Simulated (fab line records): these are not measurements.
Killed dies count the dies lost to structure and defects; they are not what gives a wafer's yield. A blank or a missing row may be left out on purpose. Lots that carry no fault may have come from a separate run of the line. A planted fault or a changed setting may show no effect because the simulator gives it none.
fab line records | flow nand_harc
record: lots: 6 wafers: 18 last_day: 23
route steps=1159 shown A_SOURCE_PLATE@418 A_ONON_D1@424 END@1159
lots untouched by any fault: they come from a run of this same line in which no faults occurred
start_h: hours from the record's opening day to when the first of the lot's shown wafers began | wait_h: time in hours since the lot's previous step | " unchanged from the row above | L1.1+2: several wafers, shown together as one row | - no value, or no start was given | * or withheld: withheld | < > ~ a bound
route shown NAME@n: a module of which the file shows steps, and the number in the route of the first | usual: the fault-free wafers' mean and standard deviation | same: alike in all rows | chamber/n: place in a boat | sites: the reading at each site | _std_site: their standard deviation | _edge_site: inner sites' mean taken away from outer sites' mean | radius_mm: for every site, how far away it sits from the centre of the wafer | mask NAME#n: copy n | behind: the last tool/chamber to shape the wafer | hold: cause of the lot's hold/its duration in hours/its outcome | device: which transistor (n, p or np) failed to switch | end of line: the route-end tests of the same wafers | a step without rows: its recipe alone | killed: count of dies lost to structure and defects at first sort (not the wafer's yield) | map: the dies of a wafer, with x for killed, . for not killed, _ for no die there
set.NAME: setting as actually run; set.NAME@STEP: the setting as run at that earlier step | model.NAME: the simulator's own value behind a step, which no gauge read
lots seen at some steps along the route; tables by step, rows by wafer
services: the hour from which a tool's chamber was out of use, counted from the record's first day as start_h (under 0 if before that day), plus the number of hours and why
== steps ==
step: NHARC_A_SOURCE_PLATE_CVD_03
recipe: target_thk_a: 2000 temp_c: 620 pressure_mtorr: 200 time_s: 4000 material: poly-Si
step: NHARC_A_SOURCE_PLATE_ANNEAL_05
recipe: temp_c: 850 time_s: 1800
step: NHARC_A_SOURCE_PLATE_THK_MEAS_06
recipe: thk_meas_gauge: ellipsometry
usual: thk_nm: 200.3/2.1
columns lot.wafer tool chamber start_h wait_h thk_nm
L199.2 film_metro-02 - 149.42 0.4 202.2
L199.3 " - " " 203.5
L199.6 " - " " 202.3
L207.2 film_metro-02 - 200.85 0.4 201.2
L207.4 " - " " 201.7
L207.5 " - " " 199.6
L208.2 film_metro-02 - 213.79 0.4 197.9
L208.4 " - " " 196.6
L208.6 " - " " 200.9
L213.1 film_metro-01 - 246.52 0.4 200.7
L213.2 " - " " 204.0
L213.5 " - " " 202.6
L215.4 film_metro-01 - 253.80 0.4 200.2
L215.5 " - " " 200.5
L215.6 " - " " 201.1
L218.1 film_metro-02 - 263.31 0.4 199.6
L218.3 " - " " 202.1
L218.5 " - " " 200.3
step: NHARC_A_SOURCE_PLATE_INSPECT_08
usual: raw_defect_count: 58/23
columns lot.wafer tool chamber start_h wait_h raw_defect_count
L199.2 defect_inspect-02 - 149.48 0.0 103
L199.3 " - " " 95
L199.6 " - " " 69
L207.2 defect_inspect-01 - 200.92 0.0 49
L207.4 " - " " 37
L207.5 " - " " 91
L208.2 defect_inspect-01 - 213.90 0.0 32
L208.4 " - " " 41
L208.6 " - " " 44
L213.1 defect_inspect-01 - 246.58 0.0 42
L213.2 " - " " 43
L213.5 " - " " 40
L215.4 defect_inspect-02 - 253.86 0.0 47
L215.5 " - " " 34
L215.6 " - " " 66
L218.1 defect_inspect-01 - 263.39 0.0 45
L218.3 " - " " 62
L218.5 " - " " 81
step: NHARC_A_ONON_D1_DEP_00
recipe: target_thk_a: 10000 n2_flow_sccm: 2750 n2o_flow_sccm: 2000 nh3_flow_sccm: 500 sih4_flow_sccm: 210 temp_c: 400
step: NHARC_A_ONON_D1_THK_MEAS_02
recipe: thk_meas_gauge: ellipsometry
usual: thk_nm: 999/11
columns lot.wafer tool chamber start_h wait_h thk_nm
L199.2 film_metro-01 - 150.06 - 1005
L199.3 " - " " 1006
L199.6 " - " " 1005
L207.2 film_metro-02 - 201.50 - 1014
L207.4 " - " " 1012
L207.5 " - " " 1015
L208.2 film_metro-02 - 214.48 - 1000
L208.4 " - " " 1001
L208.6 " - " " 998
L213.1 film_metro-01 - 247.15 - 992
L213.2 " - " " 993
L213.5 " - " " 993
L215.4 film_metro-01 - 254.44 - 996
L215.5 " - " " 996
L215.6 " - " " 996
L218.1 film_metro-01 - 263.97 - 982
L218.3 " - " " 984
L218.5 " - " " 981
step: NHARC_A_ONON_D1_DEP_03
recipe: target_thk_a: 10000 n2_flow_sccm: 2750 n2o_flow_sccm: 2000 nh3_flow_sccm: 500 sih4_flow_sccm: 210 temp_c: 400
step: NHARC_A_ONON_D1_THK_MEAS_05
recipe: thk_meas_gauge: ellipsometry
usual: thk_nm: 999/10
columns lot.wafer tool chamber start_h wait_h thk_nm
L199.2 film_metro-02 - 150.63 - 989
L199.3 " - " " 990
L199.6 " - " " 989
L207.2 film_metro-01 - 202.06 - 993
L207.4 " - " " 991
L207.5 " - " " 993
L208.2 film_metro-01 - 215.04 - 1004
L208.4 " - " " 1000
L208.6 " - " " 1001
L213.1 film_metro-02 - 247.72 - 1009
L213.2 " - " " 1011
L213.5 " - " " 1011
L215.4 film_metro-01 - 255.01 - 980
L215.5 " - " " 981
L215.6 " - " " 981
L218.1 film_metro-01 - 264.56 - 992
L218.3 " - " " 993
L218.5 " - " " 991
step: NHARC_A_ONON_D1_DEP_06
recipe: target_thk_a: 10000 n2_flow_sccm: 2750 n2o_flow_sccm: 2000 nh3_flow_sccm: 500 sih4_flow_sccm: 210 temp_c: 400
step: NHARC_A_ONON_D1_THK_MEAS_08
recipe: thk_meas_gauge: ellipsometry
usual: thk_nm: 998/8.6
columns lot.wafer tool chamber start_h wait_h thk_nm
L199.2 film_metro-02 - 151.19 - 996
L199.3 " - " " 997
L199.6 " - " " 995
L207.2 film_metro-02 - 202.63 - 1011
L207.4 " - " " 1009
L207.5 " - " " 1012
L208.2 film_metro-01 - 215.61 - 1000
L208.4 " - " " 999
L208.6 " - " " 999
L213.1 film_metro-02 - 248.29 - 1007
L213.2 " - " " 1005
L213.5 " - " " 1006
L215.4 film_metro-02 - 255.71 - 1010
L215.5 " - " " 1009
L215.6 " - " " 1010
L218.1 film_metro-01 - 265.13 - 997
L218.3 " - " " 998
L218.5 " - " " 1001
step: NHARC_A_ONON_D1_DEP_09
recipe: target_thk_a: 10000 n2_flow_sccm: 2750 n2o_flow_sccm: 2000 nh3_flow_sccm: 500 sih4_flow_sccm: 210 temp_c: 400
usual: n2o_flow_sccm: 2000/6
columns lot.wafer tool chamber start_h wait_h n2o_flow_sccm
L199.2 pecvd_onon-04 0 151.30 0.1 2008
L199.3 " 0 " " 2006
L199.6 " 0 " " 2004
L207.2 pecvd_onon-04 0 202.74 0.1 1995
L207.4 " 0 " " 1994
L207.5 " 0 " " 1988
L208.2 pecvd_onon-04 0 215.72 0.1 1996
L208.4 " 0 " " 1999
L208.6 " 0 " " 1998
L213.1 pecvd_onon-01 0 248.34 0.1 2009
L213.2 " 0 " " 2007
L213.5 " 0 " " 2005
L215.4 pecvd_onon-01 0 256.07 0.4 1995
L215.5 " 0 " " 2000
L215.6 " 0 " " 2005
L218.1 pecvd_onon-02 0 265.20 0.1 2011
L218.3 " 0 " " 2001
L218.5 " 0 " " 1996
step: NHARC_A_ONON_D1_THK_MEAS_11
recipe: thk_meas_gauge: ellipsometry
usual: thk_nm: 1001/9.1
columns lot.wafer tool chamber start_h wait_h thk_nm
L199.2 film_metro-02 - 151.75 - 991
L199.3 " - " " 990
L199.6 " - " " 989
L207.2 film_metro-01 - 203.19 - 710
L207.4 " - " " 711
L207.5 " - " " 711
L208.2 film_metro-02 - 216.17 - 697
L208.4 " - " " 698
L208.6 " - " " 696
L213.1 film_metro-02 - 248.85 - 1023
L213.2 " - " " 1022
L213.5 " - " " 1023
L215.4 film_metro-01 - 256.41 - 1008
L215.5 " - " " 1008
L215.6 " - " " 1007
L218.1 film_metro-02 - 265.71 - 987
L218.3 " - " " 984
L218.5 " - " " 985
step: NHARC_A_ONON_D1_DEP_12
recipe: target_thk_a: 10000 n2_flow_sccm: 2750 n2o_flow_sccm: 2000 nh3_flow_sccm: 500 sih4_flow_sccm: 210 temp_c: 400
step: NHARC_END_SORT_01
recipe: temp_c: 25
usual: killed_at_array: 29/9.4 killed_at_other: 0.7/1.3 killed_at_periphery: 2.9/2.1 killed_dies: 32/9 killed_open: 3.3/1.8 killed_short: 1.9/1.4
same: gross_dies: 677
columns lot.wafer tool chamber start_h wait_h killed_at_array killed_at_other killed_at_periphery killed_dies killed_open killed_short
L207.2 prober-02 0 496.27 2.8 676 0 1 677 2 1
L207.4 prober-02 0 497.85 3.4 675 0 2 677 3 3
L207.5 prober-02 0 498.64 3.7 674 0 3 677 3 1
L208.2 prober-01 0 511.80 2.8 671 0 6 677 4 1
L208.4 prober-01 0 513.40 3.4 676 1 0 677 3 2
L208.6 prober-01 0 514.99 4.0 675 0 2 677 4 0
L218.1 prober-01 0 547.96 2.5 28 0 0 28 4 3
L218.3 prober-01 0 549.56 3.1 28 0 2 30 1 3
L218.5 prober-01 0 551.17 3.7 24 1 4 29 2 3
killed by level:class
L207.2 A_ONON_D1:area_dep=657 A_CHANNEL_HOLE_D1:chamber_film_flake=8 A_CONTACT:chamber_film_flake=6 P_CONTACT:geometric_particle:open=1 A_SGD_CUT:geometric_particle:short=1 A_M1:geometric_particle:open=1 A_ZERO_WELL:chamber_film_flake=1 A_CHANNEL_FILL_D1:chamber_film_flake=1
L207.4 A_ONON_D1:area_dep=653 A_CHANNEL_HOLE_D1:chamber_film_flake=11 A_CONTACT:chamber_film_flake=3 A_ONON_D1:geometric_particle:open=2 A_STAIRCASE:chamber_film_flake=2 P_M0:geometric_particle:open=1 A_SOURCE_PLATE:geometric_particle:short=1 A_SGD_CUT:geometric_particle:short=1
L207.5 A_ONON_D1:area_dep=651 A_CHANNEL_HOLE_D1:chamber_film_flake=14 A_CONTACT:chamber_film_flake=5 A_CHANNEL_FILL_D1:geometric_particle:open=2 P_CONTACT:geometric_particle:open=1 P_CONTACT:geometric_particle:short=1 P_ZERO_WELL:chamber_film_flake=1 A_STAIRCASE:chamber_film_flake=1
L208.2 A_ONON_D1:area_dep=655 A_CHANNEL_HOLE_D1:chamber_film_flake=6 P_M0:chamber_film_flake=3 A_ZERO_WELL:chamber_film_flake=3 A_STAIRCASE:chamber_film_flake=2 P_GATE:geometric_particle:short=1 P_GATE:geometric_particle:open=1 A_ONON_D1:geometric_particle:open=1
L208.4 A_ONON_D1:area_dep=660 A_CONTACT:chamber_film_flake=6 A_CHANNEL_HOLE_D1:chamber_film_flake=3 A_CONTACT:geometric_particle:open=2 A_WL_FILL:chamber_film_flake=2 A_CHANNEL_HOLE_D1:geometric_particle:short=1 A_CHANNEL_FILL_D1:geometric_particle:short=1 STARTING-WAFER:geometric_particle:open=1
L208.6 A_ONON_D1:area_dep=663 A_CHANNEL_HOLE_D1:chamber_film_flake=5 A_WL_FILL:chamber_film_flake=2 A_CONTACT:chamber_film_flake=2 P_CONTACT:geometric_particle:open=1 P_M2:geometric_particle:open=1 A_CONTACT:geometric_particle:open=1 A_M1:geometric_particle:open=1
L218.1 A_CHANNEL_HOLE_D1:chamber_film_flake=17 A_CONTACT:chamber_film_flake=3 A_M0:geometric_particle:open=2 A_SOURCE_PLATE:geometric_particle:short=1 A_CHANNEL_FILL_D1:geometric_particle:short=1 A_SGD_CUT:geometric_particle:open=1 A_SGD_CUT:geometric_particle:short=1 A_CONTACT:geometric_particle:open=1
L218.3 A_CHANNEL_HOLE_D1:chamber_film_flake=23 P_M2:geometric_particle:short=1 A_SOURCE_PLATE:geometric_particle:short=1 A_ONON_D1:geometric_particle:open=1 A_WL_FILL:geometric_particle:short=1 P_GATE:chamber_film_flake=1 A_WL_FILL:chamber_film_flake=1 A_CONTACT:chamber_film_flake=1
L218.5 A_CHANNEL_HOLE_D1:chamber_film_flake=20 P_STI:geometric_particle:open=1 P_CONTACT:geometric_particle:short=1 P_M0:geometric_particle:short=1 A_CHANNEL_HOLE_D1:geometric_particle:open=1 A_CHANNEL_FILL_D1:geometric_particle:short=1 P_M2:chamber_film_flake=1 A_STAIRCASE:chamber_film_flake=1
map L207.2 (x killed, . not)
____________x____________
_________xxxxxxx_________
_______xxxxxxxxxxx_______
______xxxxxxxxxxxxx______
_____xxxxxxxxxxxxxxx_____
____xxxxxxxxxxxxxxxxx____
____xxxxxxxxxxxxxxxxx____
___xxxxxxxxxxxxxxxxxxx___
___xxxxxxxxxxxxxxxxxxx___
__xxxxxxxxxxxxxxxxxxxxx__
__xxxxxxxxxxxxxxxxxxxxx__
_xxxxxxxxxxxxxxxxxxxxxxx_
_xxxxxxxxxxxxxxxxxxxxxxx_
_xxxxxxxxxxxxxxxxxxxxxxx_
_xxxxxxxxxxxxxxxxxxxxxxx_
_xxxxxxxxxxxxxxxxxxxxxxx_
xxxxxxxxxxxxxxxxxxxxxxxxx
xxxxxxxxxxxxxxxxxxxxxxxxx
xxxxxxxxxxxxxxxxxxxxxxxxx
xxxxxxxxxxxxxxxxxxxxxxxxx
xxxxxxxxxxxxxxxxxxxxxxxxx
_xxxxxxxxxxxxxxxxxxxxxxx_
_xxxxxxxxxxxxxxxxxxxxxxx_
_xxxxxxxxxxxxxxxxxxxxxxx_
_xxxxxxxxxxxxxxxxxxxxxxx_
_xxxxxxxxxxxxxxxxxxxxxxx_
__xxxxxxxxxxxxxxxxxxxxx__
__xxxxxxxxxxxxxxxxxxxxx__
___xxxxxxxxxxxxxxxxxxx___
___xxxxxxxxxxxxxxxxxxx___
____xxxxxxxxxxxxxxxxx____
____xxxxxxxxxxxxxxxxx____
_____xxxxxxxxxxxxxxx_____
______xxxxxxxxxxxxx______
_______xxxxxxxxxxx_______
_________xxxxxxx_________
____________x____________
map L208.2 (x killed, . not)
____________x____________
_________xxxxxxx_________
_______xxxxxxxxxxx_______
______xxxxxxxxxxxxx______
_____xxxxxxxxxxxxxxx_____
____xxxxxxxxxxxxxxxxx____
____xxxxxxxxxxxxxxxxx____
___xxxxxxxxxxxxxxxxxxx___
___xxxxxxxxxxxxxxxxxxx___
__xxxxxxxxxxxxxxxxxxxxx__
__xxxxxxxxxxxxxxxxxxxxx__
_xxxxxxxxxxxxxxxxxxxxxxx_
_xxxxxxxxxxxxxxxxxxxxxxx_
_xxxxxxxxxxxxxxxxxxxxxxx_
_xxxxxxxxxxxxxxxxxxxxxxx_
_xxxxxxxxxxxxxxxxxxxxxxx_
xxxxxxxxxxxxxxxxxxxxxxxxx
xxxxxxxxxxxxxxxxxxxxxxxxx
xxxxxxxxxxxxxxxxxxxxxxxxx
xxxxxxxxxxxxxxxxxxxxxxxxx
xxxxxxxxxxxxxxxxxxxxxxxxx
_xxxxxxxxxxxxxxxxxxxxxxx_
_xxxxxxxxxxxxxxxxxxxxxxx_
_xxxxxxxxxxxxxxxxxxxxxxx_
_xxxxxxxxxxxxxxxxxxxxxxx_
_xxxxxxxxxxxxxxxxxxxxxxx_
__xxxxxxxxxxxxxxxxxxxxx__
__xxxxxxxxxxxxxxxxxxxxx__
___xxxxxxxxxxxxxxxxxxx___
___xxxxxxxxxxxxxxxxxxx___
____xxxxxxxxxxxxxxxxx____
____xxxxxxxxxxxxxxxxx____
_____xxxxxxxxxxxxxxx_____
______xxxxxxxxxxxxx______
_______xxxxxxxxxxx_______
_________xxxxxxx_________
____________x____________
== services ==
columns tool chamber start_h hours kind
pecvd_onon-01 - 195.04 13.0 pm
pecvd_onon-04 - 237.00 13.0 pm
== key ==
first_sign: step: NHARC_A_ONON_D1_THK_MEAS_11 reading: thk_nm direction: down sigmas: 33 usual: 1001 struck: 704
effect: step: NHARC_END_SORT_01 reading: killed_dies direction: up sigmas: 72 usual: 32 struck: 677
more_kills_born_at: NHARC_A_ONON_D1_DEP_09@pecvd_onon-04: 3939
met_at NHARC_A_ONON_D1_DEP_09
struck_wafers L207.2,L207.4,L207.5,L208.2,L208.4,L208.6
later_rows_left_out L207.2,L207.4,L207.5,L208.2,L208.4,L208.6
tester_left_out L207,L208
onset_between 151.30 202.74
fault: kind: process_parameter_drift tool: pecvd_onon-04 chamber: 0 onset_h: 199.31 steps: NHARC_A_ONON_D1_DEP_09 channel: target_thk_a offset: * shape: step end_h: 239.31 acts_in: * stated: *
tester_left_out: of these lots the tester's yield and bins aren't shown, on N5 and GAA mostly nor the transistor test; their killed dies are dies lost to structure and defects alone, not to doping, threshold or leakage, so they don't give the yield
later_rows_left_out: the simulator's readings of these wafers behind a module that went badly wrong aren't trusted and aren't shown, but for the sort
